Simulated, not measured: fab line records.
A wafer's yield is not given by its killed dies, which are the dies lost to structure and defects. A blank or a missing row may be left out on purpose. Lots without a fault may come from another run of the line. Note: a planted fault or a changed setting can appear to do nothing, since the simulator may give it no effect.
fab line records + flow n5-finfet
record:
- lots: 10
- wafers: 29
- last-day: 16
route steps=1938 shown BEOL_M13@1699 BEOL_M15@1824 MIM_TOP_ETCH@1851 PASSIVATION@1931
lots with no fault: from the same line, run without faults
start-h: hours from the record's first day to the start of the lot's first wafer shown + wait-h: hours since the lot's step before + " identical to the entry in the row above + L1.1+2: one row covering several wafers at once + - no value, or no start given + * or withheld: withheld + < > ~ a bound
route shown NAME@n: NAME is a module with steps in the file, n the number in the route of the first one + usual: average and standard deviation across the fault-free wafers + same: alike in all rows + chamber/n: place in a boat + sites: the reading at each site + _std_site: standard deviation across them + _edge_site: outer sites' mean less inner sites' + radius-mm: for every site, how far away it sits from the centre of the wafer + mask NAME#n: copy n + behind: the most recent tool/chamber to have shaped the wafer + hold: why the lot went on hold/how many hours it stayed there/how the hold came to an end + device: the n, p or np transistor that did not switch + end of line: tests of these same wafers at the route's end + where a step has no rows: the recipe by itself + killed: dies lost to structure and defects at the first sort, not the wafer's yield + map: dies across one wafer; x = killed, . = not, _ = none there
set.NAME: the setting that was run; set.NAME@STEP: the one run at that earlier step + model.NAME: the simulator's own value behind a step, which no gauge read
steps of the route over a sample of lots; a table a step, a row a wafer
services: the hour from which a tool's chamber was out of use, counted from the record's first day as start-h (under 0 if before that day), plus the number of hours and why
== steps ==
step: N5_BEOL_M13_STRIP_37
recipe:
- chemistry: N2/H2
- power-w: 1000
- temp-c: 250
- h2-frac: 0.65
- overash-fraction: 0.3
- pressure-mtorr: withheld
- n2-flow-sccm: 1750
- h2-flow-sccm: 3250
usual:
- drypump-motor-current-A: 5.5/0.56
- heater-power-w: 348/56
- oes-product-au: 0.785/0.0097
| lot.wafer | tool            | chamber | start-h | wait-h | drypump-motor-current-A | heater-power-w | oes-product-au | rf-hours-counter-h |
|-----------|-----------------|---------|---------|--------|-------------------------|----------------|----------------|--------------------|
| L216.1    | plasma-asher-02 | 1       | 244.56  | 0.0    | 5.1                     | 421            | 0.789          | 70                 |
| L216.2    | "               | 0       | "       | "      | 5.5                     | 343            | 0.787          | 70                 |
| L216.4    | "               | 0       | "       | "      | 5.5                     | 346            | 0.786          | -                  |
| L222.3    | plasma-asher-02 | 1       | 269.32  | 0.1    | 5.1                     | 421            | 0.768          | -                  |
| L222.4    | "               | 0       | "       | "      | 5.5                     | 345            | 0.788          | -                  |
| L222.5    | "               | 1       | "       | "      | 5.1                     | 421            | 0.786          | -                  |
| L223.1    | plasma-asher-02 | 1       | 282.19  | 0.0    | 5.1                     | 435            | 0.803          | 78                 |
| L223.5    | "               | 1       | "       | "      | 5.1                     | 424            | 0.770          | -                  |
| L223.6    | "               | 0       | "       | "      | 5.5                     | 333            | 0.789          | -                  |
| L220.1    | plasma-asher-02 | 0       | 282.44  | 0.0    | 5.5                     | 330            | 0.778          | 78                 |
| L220.5    | "               | 1       | "       | "      | 5.1                     | 413            | 0.791          | -                  |
| L220.6    | "               | 0       | "       | "      | 5.5                     | 346            | 0.772          | -                  |
| L224.3    | plasma-asher-01 | 1       | 283.97  | 0.1    | 6.5                     | 270            | 0.776          | -                  |
| L224.4    | "               | 0       | "       | "      | 5.1                     | 346            | 0.781          | -                  |
| L224.6    | "               | 1       | "       | "      | 6.5                     | 270            | 0.774          | -                  |
| L225.2    | plasma-asher-01 | 1       | 295.90  | 0.2    | 6.5                     | 271            | 0.808          | 126                |
| L225.4    | "               | 1       | "       | "      | 6.5                     | 267            | 0.788          | -                  |
| L225.5    | "               | 1       | "       | "      | 6.5                     | 270            | 0.752          | -                  |
| L231.1    | plasma-asher-01 | 1       | 328.82  | 0.0    | 6.5                     | 270            | 0.776          | 133                |
| L231.3    | "               | 1       | "       | "      | 6.5                     | 271            | 0.763          | -                  |
| L231.4    | "               | 0       | "       | "      | 5.1                     | 330            | 0.789          | -                  |
| L232.1    | plasma-asher-01 | 1       | 332.55  | 0.0    | 6.5                     | 273            | 0.799          | 133                |
| L232.4    | "               | 1       | "       | "      | 6.5                     | 274            | 0.788          | -                  |
| L232.6    | "               | 1       | "       | "      | 6.5                     | 273            | 0.790          | -                  |
| L230.2    | plasma-asher-02 | 0       | 335.85  | 0.0    | 5.5                     | 346            | 0.773          | 89                 |
| L230.5    | "               | 0       | "       | "      | 5.4                     | 335            | 0.780          | -                  |
| L236.1    | plasma-asher-01 | 1       | 362.26  | 0.0    | 6.5                     | 273            | 0.778          | 138                |
| L236.4    | "               | 0       | "       | "      | 5.1                     | 349            | 0.791          | -                  |
| L236.6    | "               | 1       | "       | "      | 6.5                     | 268            | 0.769          | -                  |
step: N5_BEOL_M15_CMP_49
recipe:
- stop-on: SiO2
- t-overpolish-s: 4.9
- down-force-psi: 2
- platen-rpm: 80
- clearing-platen-down-force-psi: 2
- clearing-platen-rpm: 80
- post-cmp-clean: cu-alkaline
- target-thk-nm: 850
- clearing-platen-pad-velocity-m-s: 1.5917
- pad-velocity-m-s: 1.5917
usual:
- barrier-field-endpoint-s: 11.43/0.27
- motor-current-A: 8.3/0.55
- overpolish-run-s: 4.900/0.0083
- slurry-filter-dp-kPa: 13.48/0.13
| lot.wafer | tool   | chamber | start-h | wait-h | barrier-field-endpoint-s | motor-current-A | overpolish-run-s | slurry-filter-dp-kPa |
|-----------|--------|---------|---------|--------|--------------------------|-----------------|------------------|----------------------|
| L216.4    | cmp-03 | 2       | 258.70  | 0.1    | 11.94                    | 8.8             | 4.903            | 13.36                |
| L216.1    | "      | 3       | "       | "      | 11.51                    | 8.8             | 4.905            | 13.26                |
| L216.2    | "      | 1       | "       | "      | 11.39                    | 8.4             | 4.896            | 13.73                |
| L222.4    | cmp-04 | 0       | 293.56  | 0.1    | 11.26                    | 7.3             | 4.886            | 13.24                |
| L222.3    | "      | 3       | "       | "      | 11.56                    | 7.9             | 4.886            | 13.57                |
| L222.5    | "      | 0       | "       | "      | 11.13                    | 7.1             | 4.902            | 13.41                |
| L220.1    | cmp-03 | 0       | 307.03  | 0.3    | 11.49                    | 7.7             | 4.898            | 13.32                |
| L220.6    | "      | 3       | "       | "      | 11.70                    | 9.0             | 4.902            | 13.35                |
| L220.5    | "      | 0       | "       | "      | 11.30                    | 7.7             | 4.899            | 13.25                |
| L223.1    | cmp-03 | 0       | 307.63  | 0.6    | 11.50                    | 7.5             | 4.904            | 13.37                |
| L223.5    | "      | 1       | "       | "      | 11.32                    | 8.1             | 4.906            | 13.54                |
| L223.6    | "      | 2       | "       | "      | 11.39                    | 8.6             | 4.902            | 13.41                |
| L224.3    | cmp-03 | 0       | 308.23  | 0.6    | 11.69                    | 7.9             | 4.892            | 13.45                |
| L224.4    | "      | 1       | "       | "      | 11.85                    | 8.1             | 4.892            | 13.32                |
| L224.6    | "      | 0       | "       | "      | 11.46                    | 7.9             | 4.905            | 13.37                |
| L225.4    | cmp-04 | 2       | 310.64  | 0.1    | 11.06                    | 8.8             | 4.895            | 13.31                |
| L225.2    | "      | 0       | "       | "      | 10.90                    | 7.4             | 4.905            | 13.63                |
| L225.5    | "      | 3       | "       | "      | 11.23                    | 7.7             | 4.892            | 13.29                |
| L231.3    | cmp-04 | 0       | 344.92  | 0.2    | 11.09                    | 7.4             | 4.895            | 13.53                |
| L231.1    | "      | 1       | "       | "      | 10.95                    | 8.4             | 4.908            | 13.29                |
| L231.4    | "      | 2       | "       | "      | 11.32                    | 8.4             | 4.900            | 13.61                |
| L232.4    | cmp-02 | 0       | 357.87  | 0.1    | 11.47                    | 8.2             | 4.885            | 13.58                |
| L232.1    | "      | 2       | "       | "      | 11.52                    | 8.4             | 4.892            | 13.34                |
| L232.6    | "      | 0       | "       | "      | 11.07                    | 8.4             | 4.902            | 13.49                |
| L230.2    | cmp-03 | 1       | 360.25  | 0.2    | 11.54                    | 8.2             | 4.896            | 13.48                |
| L230.5    | "      | 1       | "       | "      | 11.82                    | 7.9             | 4.892            | 13.36                |
| L236.4    | cmp-03 | 0       | 375.55  | 0.1    | 11.16                    | 7.8             | 4.909            | 13.41                |
| L236.1    | "      | 3       | "       | "      | 11.19                    | 9.1             | 4.903            | 13.64                |
| L236.6    | "      | 1       | "       | "      | 10.95                    | 8.5             | 4.888            | 13.31                |
step: N5_MIM_TOP_ETCH_ETCH_00
recipe:
- chemistry: Cl2/BCl3
- target: TiN
- target-depth-a: 385
- ion-energy-ev: 150
- pressure-mtorr: 10
- icp-w: 1000
- bias-w: 126
- Cl2_flow_sccm: 53.25
- bcl3-flow-sccm: 21.75
- Ar_flow_sccm: 25
usual:
- chamber-pressure-mTorr: 10.001/0.009
- drypump-motor-current-A: 5.55/0.28
- mfc-cl2-sccm: 53.27/0.18
- oes-product-au: 0.79/0.062
- rf-fwd-power-W: 993/3.4
- throttle-valve-pct: 22.60/0.16
| lot.wafer | tool         | chamber | start-h | wait-h | chamber-pressure-mTorr | drypump-motor-current-A | mfc-cl2-sccm | oes-product-au | rf-fwd-power-W | rf-hours-counter-h | throttle-valve-pct |
|-----------|--------------|---------|---------|--------|------------------------|-------------------------|--------------|----------------|----------------|--------------------|--------------------|
| L216.1    | rie-metal-02 | 1       | 262.15  | 0.1    | 10.014                 | 5.77                    | 53.49        | 0.88           | 992            | 11                 | 22.76              |
| L216.2    | "            | 0       | "       | "      | 10.007                 | 5.50                    | 53.30        | 0.74           | 991            | 52                 | 22.43              |
| L216.4    | "            | 1       | "       | "      | 9.996                  | 5.77                    | 53.50        | 0.88           | 993            | -                  | 22.74              |
| L222.3    | rie-metal-02 | 1       | 298.73  | 0.1    | 10.006                 | 5.78                    | 53.35        | 0.87           | 990            | -                  | 22.75              |
| L222.4    | "            | 0       | "       | "      | 9.993                  | 5.43                    | 53.15        | 0.73           | 996            | -                  | 22.43              |
| L222.5    | "            | 1       | "       | "      | 9.988                  | 5.76                    | 53.24        | 0.87           | 989            | -                  | 22.73              |
| L220.1    | rie-metal-02 | 1       | 310.48  | 0.1    | 9.990                  | 5.74                    | 53.49        | 0.86           | 994            | 15                 | 22.75              |
| L220.5    | "            | 1       | "       | "      | 9.998                  | 5.74                    | 53.47        | 0.86           | 995            | -                  | 22.74              |
| L220.6    | "            | 0       | "       | "      | 10.002                 | 5.49                    | 53.18        | 0.74           | 994            | -                  | 22.43              |
| L223.1    | rie-metal-03 | 0       | 312.04  | 0.1    | 10.017                 | 6.03                    | 53.29        | 0.73           | 992            | 72                 | 22.67              |
| L223.5    | "            | 0       | "       | "      | 10.011                 | 6.06                    | 53.26        | 0.72           | 991            | -                  | 22.67              |
| L223.6    | "            | 1       | "       | "      | 10.015                 | 5.14                    | 53.22        | 0.87           | 992            | -                  | 22.43              |
| L224.3    | rie-metal-02 | 0       | 312.66  | 0.1    | 10.004                 | 5.47                    | 53.27        | 0.74           | 990            | -                  | 22.43              |
| L224.4    | "            | 1       | "       | "      | 9.990                  | 5.75                    | 52.89        | 0.86           | 994            | -                  | 22.75              |
| L224.6    | "            | 0       | "       | "      | 9.995                  | 5.52                    | 53.19        | 0.75           | 988            | -                  | 22.43              |
| L225.2    | rie-metal-02 | 0       | 314.12  | 0.1    | 10.016                 | 5.49                    | 53.46        | 0.74           | 991            | 57                 | 22.43              |
| L225.4    | "            | 1       | "       | "      | 10.002                 | 5.74                    | 52.99        | 0.86           | 990            | -                  | 22.75              |
| L225.5    | "            | 0       | "       | "      | 10.003                 | 5.48                    | 53.35        | 0.74           | 988            | -                  | 22.43              |
| L231.1    | rie-metal-02 | 1       | 350.04  | 0.1    | 10.011                 | 5.76                    | 53.50        | 0.86           | 996            | 18                 | 22.75              |
| L231.3    | "            | 0       | "       | "      | 10.010                 | 5.52                    | 53.34        | 0.74           | 989            | -                  | 22.44              |
| L231.4    | "            | 1       | "       | "      | 10.001                 | 5.75                    | 53.47        | 0.85           | 994            | -                  | 22.75              |
| L232.1    | rie-metal-01 | 0       | 362.45  | 0.1    | 9.998                  | 5.32                    | 53.58        | 0.82           | 988            | 30                 | 22.60              |
| L232.4    | "            | 0       | "       | "      | 10.012                 | 5.33                    | 53.43        | 0.82           | 989            | -                  | 22.60              |
| L232.6    | "            | 0       | "       | "      | 9.997                  | 5.36                    | 53.65        | 0.82           | 991            | -                  | 22.61              |
| L230.2    | rie-metal-02 | 1       | 364.82  | 0.1    | 9.995                  | 5.71                    | 53.22        | 0.86           | 995            | 20                 | 22.75              |
| L230.5    | "            | 1       | "       | "      | 10.012                 | 5.75                    | 53.32        | 0.85           | 997            | -                  | 22.76              |
| L236.1    | rie-metal-01 | 1       | 379.90  | 0.1    | 10.003                 | 5.19                    | 53.35        | 0.75           | 994            | 50                 | 22.85              |
| L236.4    | "            | 0       | "       | "      | 9.990                  | 5.35                    | 53.34        | 0.82           | 994            | -                  | 22.60              |
| L236.6    | "            | 0       | "       | "      | 9.988                  | 5.34                    | 53.23        | 0.82           | 993            | -                  | 22.61              |
step: N5_PASSIVATION_STRIP_48
recipe:
- chemistry: O2
- power-w: 600
- temp-c: 60
- pressure-mtorr: 30
- rf-frequency-hz: 6e+07
- bias-power-w: 0
- overash-fraction: 0.5
- o2-flow-sccm: 225
usual:
- chamber-pressure-mTorr: 30.01/0.14
- drypump-motor-current-A: 5.7/0.53
- oes-product-au: 0.79/0.099
- rf-vpp-V: 3.5/2.4
- showerhead-plenum-p-Torr: 2.08/0.071
- throttle-valve-pct: 16.78/0.21
| lot.wafer | tool        | chamber | start-h | wait-h | chamber-pressure-mTorr | drypump-motor-current-A | oes-product-au | rf-hours-counter-h | rf-vpp-V | showerhead-plenum-p-Torr | throttle-valve-pct |
|-----------|-------------|---------|---------|--------|------------------------|-------------------------|----------------|--------------------|----------|--------------------------|--------------------|
| L216.1    | rie-diel-05 | 1       | 269.83  | 0.1    | 30.05                  | 6.1                     | 0.72           | 226                | 1.9      | 1.97                     | 16.90              |
| L216.2    | "           | 2       | "       | "      | 30.12                  | 6.5                     | 0.75           | 164                | 2.4      | 2.09                     | 16.71              |
| L216.4    | "           | 0       | "       | "      | 29.96                  | 5.8                     | 0.72           | 216                | 2.1      | 2.08                     | 17.08              |
| L222.3    | rie-diel-05 | 2       | 306.29  | 0.1    | 30.06                  | 6.5                     | 0.74           | 177                | 3.3      | 2.09                     | 16.80              |
| L222.4    | "           | 0       | "       | "      | 30.05                  | 5.8                     | 0.68           | 229                | 7.2      | 2.07                     | 17.22              |
| L222.5    | "           | 1       | "       | "      | 30.12                  | 6.1                     | 0.67           | -                  | 3.8      | 1.96                     | 17.06              |
| L224.3    | rie-diel-04 | 1       | 318.97  | 0.1    | 30.21                  | 5.8                     | 0.78           | 96                 | 5.3      | 2.11                     | 16.91              |
| L224.4    | "           | 0       | "       | "      | 29.96                  | 6.1                     | 0.71           | -                  | 1.9      | 2.17                     | 16.90              |
| L224.6    | "           | 3       | "       | "      | 30.00                  | 4.8                     | 0.71           | -                  | 1.0      | 2.00                     | 17.09              |
| L220.1    | rie-diel-05 | 0       | 319.79  | 0.1    | 30.10                  | 5.8                     | 0.70           | 234                | 7.0      | 2.07                     | 17.06              |
| L220.5    | "           | 3       | "       | "      | 30.04                  | 5.4                     | 0.75           | -                  | 7.5      | 2.08                     | 16.84              |
| L220.6    | "           | 2       | "       | "      | 30.17                  | 6.5                     | 0.76           | -                  | 2.8      | 2.08                     | 16.64              |
| L223.1    | rie-diel-06 | 2       | 320.47  | 0.1    | 30.14                  | 5.6                     | 0.86           | 69                 | 0        | 2.13                     | 16.50              |
| L223.5    | "           | 2       | "       | "      | 30.19                  | 5.6                     | 0.85           | -                  | 1.2      | 2.13                     | 16.54              |
| L223.6    | "           | 3       | "       | "      | 30.18                  | 5.1                     | 0.86           | -                  | 1.6      | 2.05                     | 16.61              |
| L225.2    | rie-diel-04 | 1       | 323.40  | 0.1    | 29.93                  | 5.8                     | 0.79           | 99                 | 0        | 2.11                     | 16.82              |
| L225.4    | "           | 1       | "       | "      | 30.22                  | 5.9                     | 0.81           | -                  | 1.4      | 2.11                     | 16.92              |
| L225.5    | "           | 3       | "       | "      | 29.97                  | 4.8                     | 0.69           | -                  | 2.6      | 2.00                     | 17.03              |
| L231.1    | rie-diel-06 | 1       | 357.61  | 0.1    | 30.21                  | 5.5                     | 0.68           | 247                | 3.2      | 1.91                     | 17.05              |
| L231.3    | "           | 0       | "       | "      | 29.73                  | 6.5                     | 0.87           | 48                 | 0.3      | 2.04                     | 16.47              |
| L231.4    | "           | 3       | "       | "      | 29.99                  | 5.1                     | 0.80           | 74                 | 3.5      | 2.04                     | 16.60              |
| L230.2    | rie-diel-04 | 0       | 371.87  | 0.1    | 29.87                  | 6.1                     | 0.75           | 198                | 1.8      | 2.16                     | 16.87              |
| L230.5    | "           | 0       | "       | "      | 29.88                  | 6.0                     | 0.71           | -                  | 3.5      | 2.16                     | 16.91              |
| L232.1    | rie-diel-05 | 0       | 372.29  | 0.1    | 29.96                  | 5.7                     | 0.97           | 2                  | 4.1      | 2.07                     | 16.63              |
| L232.4    | "           | 2       | "       | "      | 29.76                  | 6.5                     | 0.74           | 210                | 3.9      | 2.08                     | 16.73              |
| L232.6    | "           | 2       | "       | "      | 29.97                  | 6.6                     | 0.74           | -                  | 0.9      | 2.07                     | 16.78              |
| L236.1    | rie-diel-04 | 2       | 387.27  | 0.1    | 30.02                  | 4.9                     | 0.95           | 17                 | 3.7      | 2.15                     | 16.46              |
| L236.4    | "           | 1       | "       | "      | 29.87                  | 5.7                     | 0.76           | 118                | 0.8      | 2.10                     | 16.95              |
| L236.6    | "           | 2       | "       | "      | 30.40                  | 4.8                     | 0.97           | -                  | 0.4      | 2.15                     | 16.49              |
step: N5_PASSIVATION_PROBE_49
usual:
- defect-limited-yield: 91.6/1.2
- killed_at_M0_to_M3: 33/9.4
- killed_at_M4_up: 13/5.2
- killed-at-contacts: 13/5.6
- killed-at-front-end: 37/9.5
- killed-at-other: 4/3.1
- killed-dies: 99/15
- killed-open: 65/11
- killed-short: 32/7.5
- sort_bin_5_function: 4.9/0.77
- sort_bin_6_memory: 3.1/0.65
- sort-n-pass: 1081/15
- sort-yield-pct: 91.6/1.2
same:
- gross-dies: 1180
- killed-at-back-side: 0
- sort_bin_4_leakage[%]: 0
- sort_bin_8_speed[%]: 0
| lot.wafer | tool      | chamber | start-h | wait-h | defect-limited-yield[%] | killed_at_M0_to_M3 | killed_at_M4_up | killed-at-contacts | killed-at-front-end | killed-at-other | killed-dies | killed-open | killed-short | sort_bin_5_function[%] | sort_bin_6_memory[%] | sort-n-pass | sort-yield-pct[%] |
|-----------|-----------|---------|---------|--------|-------------------------|--------------------|-----------------|--------------------|---------------------|-----------------|-------------|-------------|--------------|------------------------|----------------------|-------------|-------------------|
| L230.2    | prober-02 | -       | 374.41  | 0.1    | 84.7                    | 27                 | 104             | 14                 | 35                  | 1               | 181         | 64          | 26           | 9.8                    | 4.6                  | 999         | 84.7              |
| L230.5    | prober-02 | -       | 374.56  | 0.2    | 85.3                    | 22                 | 106             | 6                  | 39                  | 0               | 173         | 51          | 33           | 8.8                    | 4.2                  | 1007        | 85.3              |
killed by level:class
L230.2 BEOL_M13:unspecified=90 STI_FIN_REVEAL:geometric-particle:open=11 MOL_CONTACT_COAG:geometric-particle:open=10 BEOL_M4:geometric-particle:open=10 BEOL_M3:geometric-particle:open=9 FIN_SAQP:geometric-particle:open=4 GATE_CUT:geometric-particle:short=4 MOL_CONTACT_COAG:geometric-particle:short=4
L230.5 BEOL_M13:unspecified=89 FIN_SAQP:geometric-particle:open=6 DUMMY_GATE:geometric-particle:open=6 BEOL_M1:geometric-particle:open=6 MOL_CONTACT_COAG:geometric-particle:open=5 BEOL_M4:geometric-particle:open=5 STARTING-WAFER:geometric-particle:short=5 STI_FIN_REVEAL:geometric-particle:open=4
== services ==
| tool            | chamber | start-h | hours | kind   |
|-----------------|---------|---------|-------|--------|
| rie-diel-06     | -       | 226.50  | 4.3   | pm     |
| cmp-02          | -       | 226.91  | 0.8   | repair |
| cmp-02          | -       | 236.26  | 5.6   | pm     |
| rie-diel-06     | 2       | 244.62  | 10.0  | repair |
| cmp-02          | -       | 245.99  | 3.0   | repair |
| rie-diel-05     | 1       | 249.20  | 16.5  | repair |
| cmp-02          | -       | 263.63  | 1.8   | repair |
| rie-diel-04     | 3       | 277.18  | 5.2   | repair |
| cmp-04          | -       | 278.18  | 1.3   | repair |
| rie-metal-02    | -       | 281.58  | 1.0   | repair |
| plasma-asher-02 | -       | 293.46  | 2.6   | repair |
| rie-metal-02    | -       | 293.50  | 1.4   | pm     |
| cmp-04          | -       | 306.26  | 4.0   | pm     |
| rie-metal-01    | -       | 311.40  | 1.4   | pm     |
| rie-diel-04     | -       | 328.49  | 15.6  | pm     |
| cmp-03          | -       | 338.32  | 1.5   | repair |
| cmp-04          | -       | 343.66  | 1.1   | repair |
| cmp-04          | -       | 347.88  | 0.3   | repair |
| rie-metal-01    | -       | 351.44  | 0.4   | repair |
| cmp-04          | -       | 358.43  | 2.4   | repair |
| rie-diel-04     | 3       | 371.95  | 7.3   | repair |
| cmp-04          | -       | 375.87  | 5.4   | pm     |
| cmp-03          | -       | 379.91  | 4.0   | pm     |
| rie-diel-06     | -       | 386.11  | 1.0   | repair |
== key ==
first-sign:
- step: N5_PASSIVATION_PROBE_49
- reading: killed_at_M4_up
- direction: up
- sigmas: 18
- usual: 13
- struck: 105
effect:
- step: N5_PASSIVATION_PROBE_49
- reading: killed-dies
- direction: up
- sigmas: 5.4
- usual: 99
- struck: 177
more-kills-born-at:
- N5_BEOL_M13_STRIP_37@plasma-asher-02: 179
met-at N5_BEOL_M13_STRIP_37
struck-lots L230
struck-wafers L230.2,L230.5
not-acting-at N5_BEOL_M15_CMP_49,N5_MIM_TOP_ETCH_ETCH_00,N5_PASSIVATION_STRIP_48
onset-between 282.44 335.85
fault:
- kind: chamber-particle-source
- tool: plasma-asher-02
- chamber: 0
- onset-h: 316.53
- steps: N5_BEOL_M13_STRIP_37
- rate-per-visit-cm2: 0.37686
